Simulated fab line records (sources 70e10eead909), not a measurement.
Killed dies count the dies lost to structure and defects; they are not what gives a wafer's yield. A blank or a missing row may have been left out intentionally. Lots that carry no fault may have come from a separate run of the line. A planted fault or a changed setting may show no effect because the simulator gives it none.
fab line records	flow nand-harc
record: lots: 12	wafers: 36	last-day: 24
route steps=1159 shown P_BONDPAD@352 A_M1@1058 A_BONDPAD@1075 END@1159
lots that met no fault: taken from a fault-free run of the same line
start-h: the number of hours between the record's first day and the start of the first shown wafer of the lot	wait-h: hours elapsed since this lot's preceding step	" the same as in the row above	L1.1+2: a single row standing in for several wafers	- either no value or no given start	* or withheld: withheld	< > ~ a bound
route shown NAME@n: a module of which the file shows steps, and the number in the route of the first	usual: average and standard deviation across the fault-free wafers	same: alike in all rows	chamber/n: place in a boat	sites: readings site by site	_std_site: their standard deviation	_edge_site: the outer-site mean with the inner-site mean subtracted	radius-mm: for every site, how far away it sits from the centre of the wafer	mask NAME#n: copy n	behind: the tool/chamber that last shaped the wafer	hold: cause of the lot's hold/its duration in hours/its outcome	device: which transistor (n, p or np) failed to switch	end of line: tests run on the same wafers once the route is complete	for a step that has no rows: nothing shown but its recipe	killed: dies lost to structure and defects at the first sort, not the wafer's yield	map: the dies of a wafer, with x for killed, . for not killed, _ for no die there
set.NAME: setting as actually run; set.NAME@STEP: the setting as run at that earlier step	model.NAME: the simulator's own value behind a step, which no gauge read
one table for each step of the route and one row for each wafer, over a sample of lots
services: when a tool's chamber went out of use (start-h, in hours from the record's first day, below 0 if earlier), for how many hours, and the reason
== steps ==
step: NHARC_P_BONDPAD_CMP_32
recipe: target-thk-nm: 200	material: SiCN
usual: motor-current-A: 12.5/1.1
lot.wafer	tool	chamber	start-h	wait-h	motor-current-A
L779.4	cmp-04	0	130.75	-	11.7
L779.1	"	1	"	"	13.4
L779.6	"	3	"	"	11.0
L782.1	cmp-04	2	145.76	-	12.8
L782.3	"	3	"	"	10.9
L782.6	"	2	"	"	12.7
L784.2	cmp-04	0	160.65	-	12.1
L784.4	"	1	"	"	14.5
L784.6	"	0	"	"	11.5
L783.4	cmp-04	0	161.82	-	11.5
L783.2	"	2	"	"	13.1
L783.6	"	0	"	"	11.5
L792.3	cmp-02	3	207.12	-	13.1
L792.2	"	0	"	"	12.2
L792.6	"	1	"	"	13.1
L795.4	cmp-02	3	223.53	-	13.4
L795.1	"	1	"	"	12.8
L795.6	"	3	"	"	13.4
L797.4	cmp-02	0	233.08	-	12.2
L797.1	"	1	"	"	12.8
L797.6	"	2	"	"	11.3
L796.1	cmp-03	0	233.23	-	12.8
L796.3	"	2	"	"	10.6
L796.6	"	1	"	"	13.8
L798.2	cmp-03	0	236.97	-	12.6
L798.3	"	1	"	"	13.3
L798.6	"	1	"	"	13.9
L799.3	cmp-02	3	248.57	-	13.1
L799.6	"	3	"	"	12.3
L799.5	"	0	"	"	12.9
L802.1	cmp-04	3	258.29	-	11.1
L802.4	"	0	"	"	11.9
L802.6	"	3	"	"	11.3
L801.2	cmp-04	3	259.10	-	10.9
L801.1	"	0	"	"	11.7
L801.4	"	2	"	"	13.0
step: NHARC_A_M1_DEP_33
recipe: target-thk-a: 300	temp-c: 370	target-thk-nm: 30	pressure-torr: 3	flow-sccm: 200	rf-w: 450	material: SiCN
usual: heater-power-w: 605/66
lot.wafer	tool	chamber	start-h	wait-h	heater-power-w	since-wet-clean-h
L779.1	pecvd-02	0	408.05	0.1	604	61
L779.6	"	2	"	"	641	-
L779.4	"	0	"	"	607	-
L782.1	pecvd-03	2	417.72	0.1	543	113
L782.3	"	2	"	"	556	-
L782.6	"	1	"	"	629	-
L783.2	pecvd-02	0	438.38	0.1	677	91
L783.6	"	2	"	"	684	-
L783.4	"	1	"	"	567	-
L784.2	pecvd-01	2	439.06	0.1	705	8
L784.6	"	0	"	"	577	-
L784.4	"	2	"	"	714	-
L792.3	pecvd-01	2	485.05	0.1	711	54
L792.2	"	0	"	"	590	54
L792.6	"	0	"	"	595	-
L795.1	pecvd-03	0	491.70	0.1	604	5
L795.4	"	2	"	"	587	-
L795.6	"	0	"	"	618	-
L796.1	pecvd-01	1	506.90	0.1	559	76
L796.3	"	2	"	"	730	76
L796.6	"	2	"	"	747	-
L797.1	pecvd-03	2	512.06	0.1	535	26
L797.4	"	2	"	"	550	-
L797.6	"	0	"	"	573	-
L798.2	pecvd-01	0	512.38	0.1	563	81
L798.3	"	1	"	"	613	81
L798.6	"	0	"	"	563	-
L802.1	pecvd-03	0	526.47	0.1	536	40
L802.4	"	0	"	"	559	-
L802.6	"	1	"	"	624	-
L799.3	pecvd-01	1	531.50	0.1	513	100
L799.6	"	1	"	"	510	-
L799.5	"	2	"	"	713	-
L801.2	pecvd-02	0	534.34	0.1	603	6
L801.1	"	2	"	"	673	6
L801.4	"	0	"	"	607	-
step: NHARC_A_BONDPAD_DESCUM_11
recipe: time-s: 3	o2-flow-sccm: 200	ar-flow-sccm: 0	bias-power-w: 0	chemistry: O2
usual: drypump-motor-current-A: 5.9/0.39	oes-product-au: 1.001/0.007	rf-vpp-V: 57.8/0.85	showerhead-plenum-p-Torr: 1.93/0.056	throttle-valve-pct: 11.312/0.0093
lot.wafer	tool	chamber	start-h	wait-h	drypump-motor-current-A	oes-product-au	rf-hours-counter-h	rf-vpp-V	showerhead-plenum-p-Torr	throttle-valve-pct
L779.1	rie-diel-12	0	409.96	-	6.3	0.995	0	58.4	2.03	11.325
L779.4	"	2	"	"	6.4	0.989	0	57.1	1.91	11.313
L779.6	"	3	"	"	5.5	0.988	-	57.5	1.91	11.316
L782.3	rie-diel-12	3	419.87	-	5.5	0.999	1	58.7	1.91	11.313
L782.1	"	1	"	"	5.6	1.002	1	58.3	1.92	11.290
L782.6	"	2	"	"	6.4	0.997	-	57.7	1.91	11.316
L783.2	rie-diel-09	2	440.22	-	6.1	1.001	0	58.3	1.98	11.317
L783.4	"	3	"	"	6.3	0.991	0	57.0	1.87	11.330
L783.6	"	2	"	"	6.1	1.001	-	57.3	1.98	11.304
L784.4	rie-diel-12	1	441.07	-	5.6	1.002	2	57.5	1.92	11.323
L784.2	"	2	"	"	6.4	1.009	2	58.4	1.91	11.309
L784.6	"	0	"	"	6.3	1.017	-	58.0	2.03	11.305
L792.2	rie-diel-09	0	487.02	-	5.4	1.005	8	57.5	1.97	11.300
L792.3	"	2	"	"	6.1	0.992	10	57.8	1.97	11.308
L792.6	"	0	"	"	5.4	0.986	-	58.3	1.97	11.308
L795.4	rie-diel-12	3	493.66	-	5.5	0.999	4	57.4	1.91	11.318
L795.1	"	0	"	"	6.3	0.994	4	58.9	2.03	11.313
L795.6	"	2	"	"	6.4	1.003	-	58.9	1.91	11.322
L796.3	rie-diel-12	1	508.85	-	5.6	0.997	4	56.9	1.92	11.299
L796.1	"	0	"	"	6.3	0.997	4	57.1	2.03	11.295
L796.6	"	1	"	"	5.6	1.008	-	59.2	1.92	11.307
L797.4	rie-diel-12	3	514.02	-	5.5	0.998	5	57.9	1.91	11.300
L797.1	"	0	"	"	6.3	1.007	5	58.4	2.03	11.307
L797.6	"	0	"	"	6.3	1.005	-	58.4	2.03	11.306
L798.2	rie-diel-12	0	514.36	-	6.3	1.004	5	58.8	2.03	11.327
L798.3	"	1	"	"	5.6	1.007	5	59.0	1.92	11.320
L798.6	"	2	"	"	6.4	1.003	-	58.0	1.91	11.311
L802.1	rie-diel-12	3	528.48	-	5.5	0.998	5	57.7	1.91	11.308
L802.4	"	1	"	"	5.6	1.009	5	58.4	1.92	11.335
L802.6	"	2	"	"	6.4	0.999	-	57.8	1.91	11.306
L799.3	rie-diel-09	1	533.35	-	6.0	0.988	20	57.4	1.84	11.316
L799.6	"	1	"	"	6.0	0.982	-	57.6	1.84	11.312
L799.5	"	3	"	"	6.3	1.003	-	57.2	1.86	11.311
L801.4	rie-diel-12	1	536.21	-	5.6	1.016	6	57.8	1.92	11.323
L801.2	"	3	"	"	5.5	1.001	6	56.8	1.91	11.315
L801.1	"	0	"	"	6.3	1.011	6	58.6	2.03	11.318
step: NHARC_A_BONDPAD_CMP_19
recipe: t-overpolish-s: 30	cu-recess-touch-s: 16	target-thk-nm: 169.8
usual: motor-current-A: 12.3/1.3	overpolish-run-s: 30.001/0.0097
lot.wafer	tool	chamber	start-h	wait-h	motor-current-A	overpolish-run-s
L779.1	cmp-04	0	412.11	-	11.5	30.010
L779.4	"	2	"	"	12.9	30.001
L779.6	"	1	"	"	13.9	30.007
L782.3	cmp-01	2	422.00	-	9.7	30.004
L782.1	"	3	"	"	11.3	29.996
L782.6	"	3	"	"	10.8	30.007
L783.4	cmp-04	1	442.27	-	14.5	29.987
L783.2	"	2	"	"	13.3	30.004
L783.6	"	0	"	"	11.7	29.998
L784.4	cmp-04	2	446.70	-	12.9	30.009
L784.2	"	3	"	"	11.8	30.003
L784.6	"	3	"	"	11.9	29.995
L792.2	cmp-01	1	489.14	-	10.5	30.009
L792.3	"	2	"	"	10.0	30.017
L792.6	"	0	"	"	12.2	29.988
L795.4	cmp-04	0	495.77	-	11.9	29.999
L795.1	"	1	"	"	14.6	29.998
L795.6	"	3	"	"	10.8	30.026
L796.1	cmp-03	2	511.01	-	10.5	29.997
L796.3	"	0	"	"	13.2	29.999
L796.6	"	1	"	"	13.0	30.004
L798.2	cmp-03	2	516.42	-	11.1	29.984
L798.3	"	0	"	"	12.7	29.995
L798.6	"	1	"	"	13.9	30.017
L797.4	cmp-04	1	516.45	-	14.7	29.997
L797.1	"	2	"	"	12.8	30.005
L797.6	"	0	"	"	11.8	29.984
L802.1	cmp-03	3	530.50	-	12.2	29.989
L802.4	"	0	"	"	12.2	30.008
L802.6	"	0	"	"	12.3	30.012
L799.3	cmp-03	3	535.55	-	13.0	29.995
L799.5	"	0	"	"	12.3	30.013
L799.6	"	1	"	"	13.3	30.012
L801.4	cmp-01	1	538.24	-	11.1	30.008
L801.2	"	3	"	"	11.2	30.010
L801.1	"	0	"	"	12.7	29.988
step: NHARC_END_SORT_01
recipe: temp-c: 25
usual: defect-limited-yield: 95.7/1.5	killed-at-array: 26/9.9	killed-at-other: 0.8/1	killed-at-periphery: 2.8/2.2	killed-dies: 29/9.9	killed-open: 3.2/1.8	killed-short: 2.1/1.4	sort_bin_2_pct: 1.3/0.54	sort_bin_3_pct: 0.23/0.2	sort_bin_4_pct: 2.8/1	sort-n-pass: 648/9.9	sort-rim-yield-pct: 95/3.5	sort-yield-pct: 95.7/1.5
same: gross-dies: 677	sort_bin_5_pct[%]: 0	sort_bin_6_pct[%]: 0	sort_bin_7_pct[%]: 0	sort_bin_8_pct[%]: 0	sort-rim-n-gross: 106.00
lot.wafer	tool	chamber	start-h	wait-h	defect-limited-yield[%]	killed-at-array	killed-at-other	killed-at-periphery	killed-dies	killed-open	killed-short	sort_bin_2_pct[%]	sort_bin_3_pct[%]	sort_bin_4_pct[%]	sort-n-pass	sort-rim-yield-pct[%]	sort-yield-pct[%]
L783.2	prober-01	0	472.17	2.8	54.5	16	1	291	308	3	2	16.2	2.36	26.9	369	54	54.5
L783.4	prober-01	0	473.78	3.4	55.1	14	3	287	304	1	1	14.0	2.66	28.2	373	51	55.1
L783.6	prober-01	0	475.40	4.0	56.4	18	1	276	295	0	1	13.1	4.58	25.8	382	53	56.4
L784.2	prober-02	0	489.50	2.8	54.2	12	0	298	310	4	0	15.4	2.51	27.9	367	56	54.2
L784.4	prober-02	0	491.10	3.4	58.2	9	0	274	283	3	0	13.4	2.22	26.1	394	58	58.2
L784.6	prober-02	0	492.71	4.0	51.4	11	1	317	329	5	2	17.1	3.99	27.5	348	53	51.4
killed by level:class
L783.2 P_BONDPAD:unspecified=287 A_SLIT:chamber-film-flake=5 A_BONDPAD:chamber-film-flake=3 P_M1:chamber-film-flake=2 A_CHANNEL_HOLE_D1:chamber-film-flake=2 P_M1:geometric-particle:open=1 A_ONON_D1:geometric-particle:short=1 A_CHANNEL_FILL_D1:geometric-particle:open=1
L783.4 P_BONDPAD:unspecified=287 A_SLIT:chamber-film-flake=5 A_STAIRCASE:chamber-film-flake=3 THIN_TSV:chamber-film-flake=3 A_CHANNEL_FILL_D1:geometric-particle:short=1 A_M1:geometric-particle:open=1 A_WL_FILL:chamber-film-flake=1 A_CONTACT:chamber-film-flake=1
L783.6 P_BONDPAD:unspecified=276 A_SLIT:chamber-film-flake=7 A_CHANNEL_HOLE_D1:chamber-film-flake=4 A_STAIRCASE:chamber-film-flake=3 A_BONDPAD:chamber-film-flake=2 A_SOURCE_PLATE:geometric-particle:short=1 A_CONTACT:chamber-film-flake=1 THIN_TSV:chamber-film-flake=1
L784.2 P_BONDPAD:unspecified=294 P_ZERO_WELL:chamber-film-flake=4 A_CHANNEL_HOLE_D1:chamber-film-flake=3 A_STAIRCASE:chamber-film-flake=2 A_CHANNEL_FILL_D1:geometric-particle:open=1 A_WL_FILL:geometric-particle:open=1 A_CONTACT:geometric-particle:open=1 A_M0:geometric-particle:open=1
L784.4 P_BONDPAD:unspecified=273 A_STAIRCASE:chamber-film-flake=2 A_CHANNEL_HOLE_D1:chamber-film-flake=2 A_CHANNEL_HOLE_D1:geometric-particle:open=1 A_CONTACT:geometric-particle:open=1 A_BLC:geometric-particle:open=1 P_ZERO_WELL:chamber-film-flake=1 A_M1:chamber-film-flake=1
L784.6 P_BONDPAD:unspecified=315 A_STAIRCASE:chamber-film-flake=5 A_CONTACT:geometric-particle:open=2 P_M0:geometric-particle:open=1 A_CHANNEL_FILL_D1:geometric-particle:short=1 A_SGD_CUT:geometric-particle:open=1 A_CONTACT:geometric-particle:short=1 A_M0:geometric-particle:open=1
== services ==
tool	chamber	start-h	hours	kind
cmp-04	-	115.17	2.1	repair
rie-diel-12	-	149.33	0.8	repair
cmp-03	-	156.00	4.0	pm
rie-diel-12	3	178.82	2.8	repair
rie-diel-12	-	202.40	9.0	pm
cmp-04	-	203.18	4.0	pm
cmp-03	-	208.79	2.6	repair
pecvd-01	-	237.18	13.0	pm
rie-diel-12	3	250.63	1.8	repair
cmp-03	-	254.00	4.0	pm
rie-diel-12	1	271.24	2.0	repair
cmp-04	-	283.19	0.6	repair
rie-diel-12	3	299.50	2.8	repair
cmp-04	-	301.18	4.0	pm
rie-diel-12	1	311.33	6.4	repair
cmp-04	-	324.66	2.5	repair
cmp-03	-	352.00	4.0	pm
pecvd-01	2	362.14	21.4	repair
rie-diel-12	-	379.40	9.0	pm
cmp-04	-	399.25	4.0	pm
pecvd-01	-	418.18	13.0	pm
cmp-03	-	442.01	0.3	repair
cmp-03	-	450.09	4.0	pm
cmp-04	-	497.25	4.0	pm
== key ==
first-sign: step: NHARC_END_SORT_01	reading: killed-at-periphery	direction: up	sigmas: 99+	usual: 2.8	struck: 290.5
effect: step: NHARC_END_SORT_01	reading: defect-limited-yield	direction: down	sigmas: 28	usual: 95.7	struck: 55.0
more-kills-born-at: NHARC_P_BONDPAD_CMP_32@cmp-04: 1732
met-at NHARC_P_BONDPAD_CMP_32
struck-lots L783,L784
not-acting-at NHARC_A_M1_DEP_33,NHARC_A_BONDPAD_DESCUM_11,NHARC_A_BONDPAD_CMP_19
onset-between 145.76 160.65
fault: kind: chamber-particle-source	tool: cmp-04	chamber: -	onset-h: 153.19	steps: NHARC_P_BONDPAD_CMP_32	rate-per-visit-cm2: 0.61477	end-h: 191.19
